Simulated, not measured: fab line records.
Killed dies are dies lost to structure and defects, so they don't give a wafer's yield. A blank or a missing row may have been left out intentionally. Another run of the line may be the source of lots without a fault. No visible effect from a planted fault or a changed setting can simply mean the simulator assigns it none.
Matching of chambers / flow nand_harc / 4 sister chambers for NHARC_P_M2_ETCH_35 on rie_diel-03
The step etches the open film in N2/H2, target depth 40 nm, overetch 12 nm, time 43.94 s. 16 wafers are shown with their chamber, then 8 later ones without.

WAFERS WITH THEIR CHAMBER
wafer=L529.2; chamber=0; showerhead_plenum_p_Torr (Torr)=1.98; drypump_motor_current_A (A)=5.5; rf_vpp_V (V)=429.1
wafer=L529.3; chamber=1; showerhead_plenum_p_Torr (Torr)=2.14; drypump_motor_current_A (A)=6.0; rf_vpp_V (V)=433.4
wafer=L529.5; chamber=1; showerhead_plenum_p_Torr (Torr)=2.14; drypump_motor_current_A (A)=5.9; rf_vpp_V (V)=431.6
wafer=L531.2; chamber=1; showerhead_plenum_p_Torr (Torr)=2.14; drypump_motor_current_A (A)=6.0; rf_vpp_V (V)=432.3
wafer=L531.4; chamber=2; showerhead_plenum_p_Torr (Torr)=2.21; drypump_motor_current_A (A)=6.0; rf_vpp_V (V)=435.7
wafer=L531.6; chamber=1; showerhead_plenum_p_Torr (Torr)=2.14; drypump_motor_current_A (A)=6.0; rf_vpp_V (V)=434.7
wafer=L532.2; chamber=3; showerhead_plenum_p_Torr (Torr)=2.02; drypump_motor_current_A (A)=5.6; rf_vpp_V (V)=429.5
wafer=L532.3; chamber=1; showerhead_plenum_p_Torr (Torr)=2.14; drypump_motor_current_A (A)=6.0; rf_vpp_V (V)=431.7
wafer=L532.6; chamber=1; showerhead_plenum_p_Torr (Torr)=2.14; drypump_motor_current_A (A)=6.0; rf_vpp_V (V)=433.3
wafer=L538.4; chamber=3; showerhead_plenum_p_Torr (Torr)=2.02; drypump_motor_current_A (A)=5.6; rf_vpp_V (V)=431.0
wafer=L538.5; chamber=2; showerhead_plenum_p_Torr (Torr)=2.20; drypump_motor_current_A (A)=6.0; rf_vpp_V (V)=434.2
wafer=L538.6; chamber=1; showerhead_plenum_p_Torr (Torr)=2.14; drypump_motor_current_A (A)=6.0; rf_vpp_V (V)=433.0
wafer=L540.2; chamber=1; showerhead_plenum_p_Torr (Torr)=2.14; drypump_motor_current_A (A)=6.0; rf_vpp_V (V)=432.2
wafer=L540.3; chamber=2; showerhead_plenum_p_Torr (Torr)=2.20; drypump_motor_current_A (A)=6.0; rf_vpp_V (V)=435.7
wafer=L540.6; chamber=2; showerhead_plenum_p_Torr (Torr)=2.20; drypump_motor_current_A (A)=6.0; rf_vpp_V (V)=435.0
wafer=L543.2; chamber=0; showerhead_plenum_p_Torr (Torr)=1.97; drypump_motor_current_A (A)=5.5; rf_vpp_V (V)=429.9

SIGNATURES, as means of the wafers listed above
reading=showerhead_plenum_p_Torr; chamber 0=1.9750; chamber 1=2.1400; chamber 2=2.2025; chamber 3=2.0200; scatter within a chamber=0.00323
reading=drypump_motor_current_A; chamber 0=5.500; chamber 1=5.987; chamber 2=6.000; chamber 3=5.600; scatter within a chamber=0.027
reading=rf_vpp_V; chamber 0=429.500; chamber 1=432.775; chamber 2=435.150; chamber 3=430.250; scatter within a chamber=0.935
Rule: for a wafer and a chamber, the distance is found by dividing, reading by reading, the gap between the wafer's reading and the chamber's mean by the reading's scatter, squaring, summing and taking the root. The wafer belongs to the nearest chamber; if the next one is less than 2 further off, it can't be placed. How the scatter is found: for the shown wafers, subtract from each reading the mean of its chamber, square and add these, divide the total by (wafers less chambers), then take the root.

WAFERS MISSING THEIR CHAMBER
wafer=L543.3; showerhead_plenum_p_Torr (Torr)=2.14; drypump_motor_current_A (A)=5.9; rf_vpp_V (V)=433.9
wafer=L543.6; showerhead_plenum_p_Torr (Torr)=2.02; drypump_motor_current_A (A)=5.6; rf_vpp_V (V)=429.1
wafer=L547.2; showerhead_plenum_p_Torr (Torr)=2.13; drypump_motor_current_A (A)=6.0; rf_vpp_V (V)=432.8
wafer=L547.3; showerhead_plenum_p_Torr (Torr)=1.97; drypump_motor_current_A (A)=5.5; rf_vpp_V (V)=427.4
wafer=L547.4; showerhead_plenum_p_Torr (Torr)=2.20; drypump_motor_current_A (A)=6.0; rf_vpp_V (V)=434.8
wafer=L548.1; showerhead_plenum_p_Torr (Torr)=2.20; drypump_motor_current_A (A)=6.0; rf_vpp_V (V)=435.0
wafer=L548.2; showerhead_plenum_p_Torr (Torr)=1.97; drypump_motor_current_A (A)=5.5; rf_vpp_V (V)=429.3
wafer=L548.5; showerhead_plenum_p_Torr (Torr)=2.02; drypump_motor_current_A (A)=5.6; rf_vpp_V (V)=431.6

THE CHAMBER EACH PASSED THROUGH
wafer=L543.3; from the rows above=1; in truth=1
wafer=L543.6; from the rows above=3; in truth=3
wafer=L547.2; from the rows above=1; in truth=1
wafer=L547.3; from the rows above=0; in truth=0
wafer=L547.4; from the rows above=2; in truth=2
wafer=L548.1; from the rows above=2; in truth=2
wafer=L548.2; from the rows above=0; in truth=0
wafer=L548.5; from the rows above=3; in truth=3
Correctly placed: 8 of 8. From these rows, 0 cannot be placed. Wrongly placed: 0.
